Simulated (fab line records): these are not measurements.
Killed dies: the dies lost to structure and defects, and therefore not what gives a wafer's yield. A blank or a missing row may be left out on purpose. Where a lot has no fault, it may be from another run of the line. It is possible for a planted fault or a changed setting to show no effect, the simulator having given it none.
Split-lot experiment    flow n5_finfet    route with 1938 steps; 7 lots, 39 wafers read

SPLIT DETAILS
At N5_PMOS_HMC_CHANNEL_EPI_EPI_20 (deposits SiGe30, target thk 59 nm), the setting pressure_torr was moved away from the recipe's 20 Torr on 18 of the 39 wafers read, by -15.3% to +11.8%. All remaining wafers had this setting at the recipe value.

Reading taken at the split's own step.

THE READING
SiGe30_of_PMOS_HMC_CHANNEL_EPI_EPI_20.thk_nm (the simulator's own value, which no gauge read), in nm, at N5_PMOS_HMC_CHANNEL_EPI_EPI_20 (deposits SiGe30, target thk 59 nm). The file does not state a usual value for it. Here, 21 wafers ran the recipe; their average is 59.24 nm with a standard deviation of 0.59 nm.

wafer   tool, chamber at the split  pressure_torr as run, Torr  against the recipe  SiGe30_of_PMOS_HMC_CHANNEL_EPI_EPI_20.thk_nm, nm  against lot-mates on the recipe
L077.1  epi_rpcvd-03, 0             20                          recipe              60.17                                             -
L077.2  epi_rpcvd-03, 0             20                          recipe              59.27                                             -
L077.3  epi_rpcvd-03, 0             20                          recipe              59.15                                             -
L077.4  epi_rpcvd-03, 0             20                          recipe              59.86                                             -
L077.5  epi_rpcvd-03, 0             20                          recipe              59.86                                             -
L077.6  epi_rpcvd-03, 0             20                          recipe              60.49                                             -
L079.1  epi_rpcvd-01, 0             20                          recipe              58.93                                             -
L079.2  epi_rpcvd-01, 0             20                          recipe              58.34                                             -
L079.3  epi_rpcvd-01, 0             20                          recipe              58.23                                             -
L079.4  epi_rpcvd-01, 0             20                          recipe              58.69                                             -
L079.5  epi_rpcvd-01, 0             20                          recipe              59.15                                             -
L079.6  epi_rpcvd-01, 0             20                          recipe              58.74                                             -
L083.1  epi_rpcvd-03, 0             20                          recipe              59.65                                             -
L083.3  epi_rpcvd-03, 0             20                          recipe              58.97                                             -
L083.5  epi_rpcvd-03, 0             20                          recipe              60.13                                             -
L087.1  epi_rpcvd-01, 0             20                          recipe              59.37                                             -
L087.2  epi_rpcvd-01, 0             20                          recipe              59.19                                             -
L087.3  epi_rpcvd-01, 0             20                          recipe              58.73                                             -
L087.4  epi_rpcvd-01, 0             20                          recipe              59.2                                              -
L087.5  epi_rpcvd-01, 0             20                          recipe              59.39                                             -
L087.6  epi_rpcvd-01, 0             20                          recipe              58.62                                             -
L089.1  epi_rpcvd-03, 0             22.35                       +11.8%              61.66                                             no lot-mate on the recipe
L089.2  epi_rpcvd-03, 0             22.35                       +11.8%              62.37                                             no lot-mate on the recipe
L089.3  epi_rpcvd-03, 0             22.35                       +11.8%              61.7                                              no lot-mate on the recipe
L089.4  epi_rpcvd-03, 0             22.35                       +11.8%              62.19                                             no lot-mate on the recipe
L089.5  epi_rpcvd-03, 0             22.35                       +11.8%              61.58                                             no lot-mate on the recipe
L089.6  epi_rpcvd-03, 0             22.35                       +11.8%              61.67                                             no lot-mate on the recipe
L092.1  epi_rpcvd-01, 0             16.95                       -15.3%              55.65                                             no lot-mate on the recipe
L092.2  epi_rpcvd-01, 0             16.95                       -15.3%              55.01                                             no lot-mate on the recipe
L092.3  epi_rpcvd-01, 0             16.95                       -15.3%              54.89                                             no lot-mate on the recipe
L092.4  epi_rpcvd-01, 0             16.95                       -15.3%              55.27                                             no lot-mate on the recipe
L092.5  epi_rpcvd-01, 0             16.95                       -15.3%              55.3                                              no lot-mate on the recipe
L092.6  epi_rpcvd-01, 0             16.95                       -15.3%              54.73                                             no lot-mate on the recipe
L095.1  epi_rpcvd-02, 0             17.03                       -14.8%              56.18                                             no lot-mate on the recipe
L095.2  epi_rpcvd-02, 0             17.03                       -14.8%              54.92                                             no lot-mate on the recipe
L095.3  epi_rpcvd-02, 0             17.03                       -14.8%              56.42                                             no lot-mate on the recipe
L095.4  epi_rpcvd-02, 0             17.03                       -14.8%              55.92                                             no lot-mate on the recipe
L095.5  epi_rpcvd-02, 0             17.03                       -14.8%              55.2                                              no lot-mate on the recipe
L095.6  epi_rpcvd-02, 0             17.03                       -14.8%              54.99                                             no lot-mate on the recipe

THE FIT
A straight line over all 39 wafers: SiGe30_of_PMOS_HMC_CHANNEL_EPI_EPI_20.thk_nm changes by +0.246 nm for each +1% of pressure_torr; r = +0.97; the points scatter about the line by 0.56 nm.
Too few moved wafers have a lot-mate on the recipe to fit a line with each lot's own level taken away.

FILE'S OWN FIT
SiGe30_of_PMOS_HMC_CHANNEL_EPI_EPI_20.thk_nm changes by +0.247 nm for each +1% of pressure_torr, r = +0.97.
